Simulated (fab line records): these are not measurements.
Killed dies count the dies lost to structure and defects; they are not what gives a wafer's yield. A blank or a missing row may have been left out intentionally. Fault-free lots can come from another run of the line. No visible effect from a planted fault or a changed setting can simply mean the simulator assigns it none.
The tool behind it: which one?	flow nandHarc	12 lots with 36 wafers sampled at 5 steps, on a route of 1159 steps

## WHAT THE GAUGES READ, wafer by wafer
NHARC_END_SORT_01. Usual: killedAtArray 29, standard deviation 10; killedAtOther 0.7, standard deviation 1.1; killedAtPeriphery 3.3, standard deviation 2.4; killedDies 33, standard deviation 11; killedOpen 3.3, standard deviation 2; killedShort 1.9, standard deviation 1.3.
lot	measured	on	killedAtArray	killedAtOther	killedAtPeriphery	killedDies	killedOpen	killedShort	flag
L931	day 21 18:05	prober-02	26 17 19	0 1 0	0 5 2	26 23 21	8 7 7	3 2 2	
L933	day 23 22:22	prober-01	671 669 671	2 1 1	4 7 5	677 677 677	2 9 2	0 2 1	OFF
L935	day 23 12:39	prober-02	670 664 673	2 1 0	5 12 4	677 677 677	4 1 3	4 1 0	OFF
L938	day 24 05:45	prober-02	40 40 50	0 3 0	2 2 7	42 45 57	1 4 5	3 3 1	
L937	day 24 07:22	prober-01	16 14 13	0 1 0	5 6 0	21 21 13	3 6 2	2 2 1	

## WHAT TOOL EACH LOT RAN ON (gives the tool, then ch and the chambers of the sampled wafers, and finally the start)
lot	NHARC_A_STAIRCASE_STRIP_171	NHARC_A_STAIRCASE_DESCUM_11	NHARC_A_STAIRCASE_ETCH_13	NHARC_A_STAIRCASE_ETCH_17
L925	plasmaAsher-01 ch 0,1, day 11 10:58	rieDiel-02 ch 0,2, day 11 12:29	rieDiel-02 ch 1,2,3, day 11 13:10 or earlier	rieDiel-02 ch 0,3, day 11 13:10
L924	plasmaAsher-02 ch 0,1, day 11 15:25	rieDiel-06 ch 0,1,3, day 11 16:49	rieDiel-06 ch 0,2, day 11 17:53 or earlier	rieDiel-06 ch 1,3, day 11 17:53
L931	plasmaAsher-02 ch 0,1, day 13 01:49	rieDiel-01 ch 0,2,3, day 13 03:21	rieDiel-01 ch 1,2, day 13 04:10 or earlier	rieDiel-01 ch 0,1, day 13 04:10
L936	plasmaAsher-02 ch 0,1, day 14 11:44	rieDiel-02 ch 0,1,3, day 14 13:08	rieDiel-02 ch 0,1,3, day 14 13:51 or earlier	rieDiel-02 ch 0,1,3, day 14 13:51
L933	plasmaAsher-02 ch 0,1, day 14 12:24	rieDiel-06 ch 0,1, day 14 13:46	rieDiel-06 ch 0,1,3, day 14 14:28 or earlier	rieDiel-06 ch 2,3, day 14 14:28
L935	plasmaAsher-01 ch 0,1, day 14 14:53	rieDiel-01 ch 0,2,3, day 14 16:17	rieDiel-01 ch 0,1,3, day 14 17:02 or earlier	rieDiel-01 ch 0,2,3, day 14 17:02
L938	plasmaAsher-02 ch 0,1, day 15 00:01	rieDiel-06 ch 1,2, day 15 01:22	rieDiel-06 ch 0,2,3, day 15 03:32 or earlier	rieDiel-06 ch 2,3, day 15 03:32
L937	plasmaAsher-02 ch 0,1, day 15 03:49	rieDiel-02 ch 0,1,3, day 15 05:13	rieDiel-02 ch 0,1,3, day 15 05:57 or earlier	rieDiel-02 ch 0,3, day 15 05:57
L940	plasmaAsher-01 ch 0,1, day 15 03:51	rieDiel-06 ch 0,2,3, day 15 05:22	rieDiel-06 ch 0,1,2, day 15 06:22 or earlier	rieDiel-06 ch 0,1,2, day 15 06:22
L941	plasmaAsher-02 ch 0,1, day 15 08:32	rieDiel-01 ch 1,2,3, day 15 10:05	rieDiel-01 ch 0,1,3, day 15 11:29 or earlier	rieDiel-01 ch 0,1,3, day 15 11:29
L944	plasmaAsher-01 ch 0,1, day 16 01:52	rieDiel-06 ch 0,2,3, day 16 03:23	rieDiel-06 ch 1,2,3, day 16 04:07 or earlier	rieDiel-06 ch 0,2,3, day 16 04:07
L945	plasmaAsher-02 ch 0,1, day 16 13:39	rieDiel-02 ch 0,2,3, day 16 15:07	rieDiel-02 ch 0,2,3, day 16 15:49 or earlier	rieDiel-02 ch 1,2,3, day 16 15:49
- NHARC_A_STAIRCASE_STRIP_171: strips in O2.
- NHARC_A_STAIRCASE_DESCUM_11: chemistry O2, time 3 s.
- NHARC_A_STAIRCASE_ETCH_13: etches the open film in C4F8/O2, target depth 100 nm, time 40.5 s.
- NHARC_A_STAIRCASE_ETCH_17: etches the open film in C4F8/O2, target depth 100 nm, time 40.5 s.

## WHAT THE TOOLS THEMSELVES READ (means of the sampled wafers that have a number; where no wafer has one, the mark that the record gives instead)
NHARC_A_STAIRCASE_STRIP_171. Usual: drypumpMotorCurrentA 5.8 A, standard deviation 0.44; heaterPowerW 362 W, standard deviation 24.
lot	tool	drypumpMotorCurrentA (A)	heaterPowerW (W)	flag
L925	plasmaAsher-01	5.5	324	
L924	plasmaAsher-02	5.8	384	
L931	plasmaAsher-02	5.8	383	
L936	plasmaAsher-02	5.8	381	
L933	plasmaAsher-02	6.1	378	
L935	plasmaAsher-01	5.5	338	
L938	plasmaAsher-02	6.1	379	
L937	plasmaAsher-02	6.1	375	
L940	plasmaAsher-01	5.8	343	
L941	plasmaAsher-02	6.1	376	
L944	plasmaAsher-01	5.9	347	
L945	plasmaAsher-02	6.1	370	

NHARC_A_STAIRCASE_DESCUM_11. Usual: drypumpMotorCurrentA 5.8 A, standard deviation 0.41; oesProductAu 0.992 a.u., standard deviation 0.011; rfVppV 57.8 V, standard deviation 0.87; showerheadPlenumPTorr 1.90 Torr, standard deviation 0.067; throttleValvePct 11.312 %, standard deviation 0.0094.
lot	tool	drypumpMotorCurrentA (A)	oesProductAu (a.u.)	rfVppV (V)	showerheadPlenumPTorr (Torr)	throttleValvePct (%)	flag
L925	rieDiel-02	5.8	1.000	57.0	1.85	11.318	
L924	rieDiel-06	5.7	0.992	58.6	1.90	11.311	
L931	rieDiel-01	5.9	0.985	58.9	1.98	11.311	
L936	rieDiel-02	6.0	0.989	57.8	1.87	11.307	
L933	rieDiel-06	5.3	0.991	56.7	1.89	11.311	
L935	rieDiel-01	5.9	1.003	58.1	1.98	11.311	
L938	rieDiel-06	5.6	0.992	57.8	1.89	11.314	
L937	rieDiel-02	6.0	0.999	57.5	1.87	11.316	
L940	rieDiel-06	6.0	0.988	57.6	1.89	11.303	
L941	rieDiel-01	5.6	1.019	57.7	1.94	11.307	
L944	rieDiel-06	6.0	0.993	57.7	1.88	11.314	
L945	rieDiel-02	5.9	0.992	57.1	1.81	11.323	

NHARC_A_STAIRCASE_ETCH_13. Usual: biasW 1000 W, standard deviation 3.2; chamberPressureMTorr 24.999 mTorr, standard deviation 0.02; oesProductAu 0.935 a.u., standard deviation 0.015; rfVppV 895 V, standard deviation 4.2.
lot	tool	biasW (W)	chamberPressureMTorr (mTorr)	oesProductAu (a.u.)	rfVppV (V)	flag
L925	rieDiel-02	1002	25.010	0.936	895	
L924	rieDiel-06	997	25.019	0.914	895	
L931	rieDiel-01	1002	24.990	0.939	895	
L936	rieDiel-02	1001	25.013	0.928	894	
L933	rieDiel-06	1002	24.978	0.936	894	
L935	rieDiel-01	1002	24.986	0.954	897	
L938	rieDiel-06	999	24.977	0.946	895	
L937	rieDiel-02	997	24.986	0.928	893	
L940	rieDiel-06	1000	24.994	0.945	896	
L941	rieDiel-01	1001	24.992	0.931	898	
L944	rieDiel-06	1000	25.015	0.947	893	
L945	rieDiel-02	999	24.996	0.952	889	

NHARC_A_STAIRCASE_ETCH_17. Usual: biasW 1000.1 W, standard deviation 3; chamberPressureMTorr 25.000 mTorr, standard deviation 0.025; oesProductAu 0.935 a.u., standard deviation 0.012; rfVppV 895 V, standard deviation 4.2.
lot	tool	biasW (W)	chamberPressureMTorr (mTorr)	oesProductAu (a.u.)	rfVppV (V)	flag
L925	rieDiel-02	999.2	25.012	0.939	888	
L924	rieDiel-06	996.0	24.986	0.939	894	
L931	rieDiel-01	1001.6	25.002	0.935	895	
L936	rieDiel-02	1000.7	25.000	0.949	893	
L933	rieDiel-06	-	-	-	-	OFF
L935	rieDiel-01	-	-	-	-	OFF
L938	rieDiel-06	1001.3	25.005	0.929	894	
L937	rieDiel-02	999.0	24.998	0.939	889	
L940	rieDiel-06	998.6	24.983	0.934	894	
L941	rieDiel-01	997.1	25.003	0.937	898	
L944	rieDiel-06	996.0	24.996	0.936	894	
L945	rieDiel-02	1000.1	25.003	0.936	894	

## THE ANSWER, worked out from the rows above alone
Rule: lot off if the mean of its wafers having a number is beyond 3 standard deviations from the usual mean. A lot without any number at a reading at which 4 lots or more have one is off too. The other lots that the step has rows for count as sound. First the gauges in route order, then the tools' own readings, where a lot's mean is used as printed above. The first step at which some lot is off is used, and at that step the reading that is off furthest; a lot without a number counts as furthest.
Off: L933, L935, at NHARC_END_SORT_01 (killedAtArray). Neither off nor sound, because the step has no rows for them: L925, L924, L936, L940, L941, L944, L945.
If a tool, at a process step before that reading, ran all the lots that are off and no sound lot after the first of them, it fits. Not tried: the gauges at NHARC_END_SORT_01; whatever is off there is also off at NHARC_A_STAIRCASE_ETCH_17, on other tools, and gauge error can't account for it. With no start given for some of its lots, NHARC_A_STAIRCASE_ETCH_13 uses the hours and lot order of NHARC_A_STAIRCASE_ETCH_17. Of those tried, none fits.

## WHAT THE SIMULATOR PUT IN
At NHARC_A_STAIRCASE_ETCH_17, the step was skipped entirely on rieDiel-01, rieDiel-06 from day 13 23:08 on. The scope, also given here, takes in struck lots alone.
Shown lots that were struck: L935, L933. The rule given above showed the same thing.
